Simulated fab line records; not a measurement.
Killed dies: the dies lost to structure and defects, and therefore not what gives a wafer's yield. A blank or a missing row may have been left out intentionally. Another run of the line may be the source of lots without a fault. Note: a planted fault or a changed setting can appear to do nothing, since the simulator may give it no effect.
A struck lot beside a sound one | flow nand harc | 15 out of 1302 route steps
Sound: the wafers L525.1, L525.3, L525.6. Struck: wafer L529.2 (L529.3, L529.4, from the same lot, were not struck and are left out); the cause is given at the end.
Order at every step that has rows: each side's tool, ch and its chambers, its first start. Under that, the readings that differ: sound wafers | struck wafers | difference of the means | sigmas: that difference in standard deviations of wafers without a fault.
alike: words and numbers the same on both sides, and readings whose means are apart by under 2 such deviations; not compared: readings that were withheld, readings missing a value for some wafer, numbers with overlapping values and no deviation given by the record, and bounds like >300 which may hide the same value.
The two part at a step that has a row with sigmas, a row that says differs or no value, or rows on one side only. Non-overlapping numbers with no deviation appear without sigmas and do not part them. Lack of a reading on every wafer of one side parts them only where that side has two or more wafers.

first, 1 step without rows for these wafers: NHARC_P_GATE_DESCUM_31 (chemistry O2, time 3 s).
NHARC_P_GATE_ETCH_104: etches the open film in CF4/CHF3, target depth 60 nm.
  sound on rie diel-07 ch 0,1,3, day 9 01:42; struck on rie diel-02 ch 3, day 11 02:59
  reading                         | sound          | struck | difference | sigmas
  showerhead plenum p Torr (Torr) | 1.59 1.69 1.65 | 1.49   | -0.15      | -2
  alike: chamber pressure mTorr, drypump motor current A, oes product au, rf vpp V, throttle valve pct
NHARC_P_GATE_HM_OPEN_105: chemistry O2/COS, target depth 360 nm.
  sound: rie diel-07 ch 0,1; struck: rie diel-02 ch 1
  reading      | sound       | struck | difference | sigmas
  rf vpp V (V) | 473 469 471 | 464    | -7         | -2
  alike: chamber pressure mTorr, drypump motor current A, oes product au, showerhead plenum p Torr, throttle valve pct
  not compared: rf hours counter h
then, 2 steps without rows for these wafers: NHARC_P_GATE_STRIP_106 (strips in O2/COS); NHARC_P_GATE_ETCH_114 (etches the open film in CF4/O2, target depth 30 nm, overetch 3 nm, time 16.5 s).
NHARC_P_GATE_ETCH_32: etches the open film in HBr/Cl2, target depth 150 nm, time 100.1 s.
  sound on rie si-06 ch 0,1,3, day 9 02:05; struck on rie si-01 ch 0, day 11 03:22
  reading               | sound             | struck | difference | sigmas
  oes product au (a.u.) | 1.011 1.006 1.006 | 0.987  | -0.021     | -2
  alike: chamber pressure mTorr, drypump motor current A, hbr flow sccm, throttle valve pct
  not compared: rf hours counter h
then, 1 step without rows for these wafers: NHARC_P_GATE_STRIP_108 (strips in O2).
NHARC_P_GATE_CD_MEAS_33:
  sound: cd sem-01 at day 9 02:25; struck: cd sem-01 at day 11 03:41
  alike: cd nm
then, 3 steps without rows for these wafers: NHARC_P_GATE_STRIP_35 (strips in SPM, time 600 s); NHARC_P_GATE_PRECLEAN_73 (cleans in SC1); NHARC_P_GATE_SRD_74.
NHARC_P_GATE_ALD_36: deposits SiNx, target thk 20 nm, pulse time 60 s, ald cycles 223.
  sound on ald sin-02 ch 0,1, day 9 04:17; struck on ald sin-02 ch 1, day 11 07:17
  alike: heater power w, precursor pulse height rel
  not compared: since wet clean h
NHARC_P_GATE_ETCHBACK_37: etches the open film in CHF3/O2, target depth 34.5 nm, time 17.2 s.
  sound on rie diel-02 ch 1,3, day 9 14:34; struck on rie diel-03 ch 0, day 11 13:36
  reading                | sound                | struck | difference | sigmas
  o2 flow sccm (sccm)    | 10.03 10.01 10.02    | 4.98   | -5.04      | -99 or more
  throttle valve pct (%) | 20.566 20.564 20.576 | 20.392 | -0.177     | -18
  alike: chamber pressure mTorr, drypump motor current A, oes product au, rf vpp V, showerhead plenum p Torr
  not compared: rf hours counter h
NHARC_P_GATE_STRIP_101: strips in O2, time 20 s.
  sound on rie diel-02 ch 1,2,3, day 9 14:39; struck on rie diel-03 ch 1, day 11 13:42
  alike: chamber pressure mTorr, drypump motor current A, oes product au, rf vpp V, showerhead plenum p Torr, throttle valve pct
  not compared: rf hours counter h
-- record jumps: 18 days between struck wafers' starts before vs after; left off in module P_GATE, resumes in module END, first step shown is number 1302 of the route --
NHARC_END_SORT_01:
  here the record holds rows for the struck wafers (prober-02 ch 0, day 29 21:57) but none for the sound ones

## WHERE THEY PART
First at NHARC_P_GATE_ETCH_104; last, within this record, at NHARC_END_SORT_01.

WHY: whatever the simulator had introduced
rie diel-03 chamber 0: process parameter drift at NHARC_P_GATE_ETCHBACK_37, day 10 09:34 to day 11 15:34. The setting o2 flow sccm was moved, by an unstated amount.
